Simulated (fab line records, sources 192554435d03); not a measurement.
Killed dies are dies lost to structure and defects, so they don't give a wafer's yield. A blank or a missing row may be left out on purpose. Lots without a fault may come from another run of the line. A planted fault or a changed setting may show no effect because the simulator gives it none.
Split-lot experiment | flow n5_finfet | 7 lots, 21 wafers read, on a route of 1938 steps

THE SPLIT
At N5_SDB_EXPOSE_08 (exposes mask SDB), the setting dose_mj was moved away from the recipe's 49.6 on 4 of the 21 wafers read, by -7.3% to +6.1%. The other wafers ran this setting at the recipe's value.

FROM THE SPLIT TO THE READING: what the file shows between them, 2 steps
- N5_SDB_PEB_09: peb time 60 s
- N5_SDB_DEVELOP_10: develop time 30 s

THE READING
cd_nm, in nm, at N5_SDB_CD_MEAS_11 (target cd 50 nm). Fault-free wafers of this fab line usually give 49.6 nm, standard deviation 1.1 nm.

wafer  | tool, chamber at the split | dose_mj as run | against the recipe | cd_nm, nm | against lot-mates on the recipe
L075.2 | arfi_scanner-02, 0         | 49.6           | recipe             | 51.8      | -
L075.5 | arfi_scanner-02, 0         | 49.6           | recipe             | 51.7      | -
L075.6 | arfi_scanner-02, 0         | 49.6           | recipe             | 51.6      | -
L081.2 | arfi_scanner-01, 0         | 49.6           | recipe             | 51.2      | -
L081.3 | arfi_scanner-01, 0         | 49.6           | recipe             | 49.4      | -
L081.6 | arfi_scanner-01, 0         | 49.6           | recipe             | 48.7      | -
L083.1 | arfi_scanner-02, 0         | 49.6           | recipe             | 49.5      | -
L083.4 | arfi_scanner-02, 0         | 52.33          | +5.5%              | 55.6      | +6.5
L083.5 | arfi_scanner-02, 0         | 49.6           | recipe             | 48.7      | -
L085.2 | arfi_scanner-01, 0         | 49.6           | recipe             | 50.8      | -
L085.5 | arfi_scanner-01, 0         | 49.6           | recipe             | 49.6      | -
L085.6 | arfi_scanner-01, 0         | 49.6           | recipe             | 48.7      | -
L087.3 | arfi_scanner-01, 0         | 49.6           | recipe             | 51.4      | -
L087.5 | arfi_scanner-01, 0         | 46             | -7.3%              | 42.4      | -8.4
L087.6 | arfi_scanner-01, 0         | 49.6           | recipe             | 50.1      | -
L094.3 | arfi_scanner-01, 0         | 52.63          | +6.1%              | 53.9      | +5.6
L094.5 | arfi_scanner-01, 0         | 52.63          | +6.1%              | 55.0      | +6.7
L094.6 | arfi_scanner-01, 0         | 49.6           | recipe             | 48.3      | -
L095.1 | arfi_scanner-01, 0         | 49.6           | recipe             | 48.9      | -
L095.4 | arfi_scanner-01, 0         | 49.6           | recipe             | 51.2      | -
L095.5 | arfi_scanner-01, 0         | 49.6           | recipe             | 49.0      | -

THE FIT
A straight line over all 21 wafers: cd_nm changes by +0.896 nm for each +1% of dose_mj; r = +0.90; the points scatter about the line by 1.2 nm.
The same after taking each lot's own level away (the mean of its wafers on the recipe; 21 wafers): +1.09 nm for each +1%; r = +0.97; scatter 0.78 nm.
On that fit, the largest move of dose_mj shifts the reading by 7.9 nm.
The lots' own levels span 48.30 to 51.70 nm, that is 3.1 times the standard deviation above.
So the lot-to-lot level changes the slope: the two fits differ.
Check: with one of the wafers moved furthest among these (-7.3%) left out of the fit, the line predicts -7.66 nm for it against its lot-mates. It came out at -8.35 nm against them.

OTHER SPLITS ON THESE WAFERS
These wafers also went through other splits before the reading. Each is held against what the fit with the lots' levels taken away leaves over:
other split on the same wafers | wafers away from the commonest value | r with cd_nm (lot level and that fit taken away)
N5_SD_EPI_P_COAT_35 spin_rpm   | 8                                    | +0.11

THE WHOLE CHAIN: every reading that the file lists as answering this split, in the file's order
step              | what it does                                         | reading                                                           | change (the file's fit)              | r (the file's)
N5_SDB_CD_MEAS_11 | target cd 50 nm                                      | cd_nm                                                             | +1.12 nm for each +1% of the setting | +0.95
N5_SDB_ETCH_17    | etches SiARC in CF4, target depth 23.4 nm, time 39 s | SDB.cd_offset_nm (the simulator's own value, which no gauge read) | +1.12 nm for each +1% of the setting | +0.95

THE FILE'S OWN FIT
cd_nm changes by +1.12 nm for each +1% of dose_mj, r = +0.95.
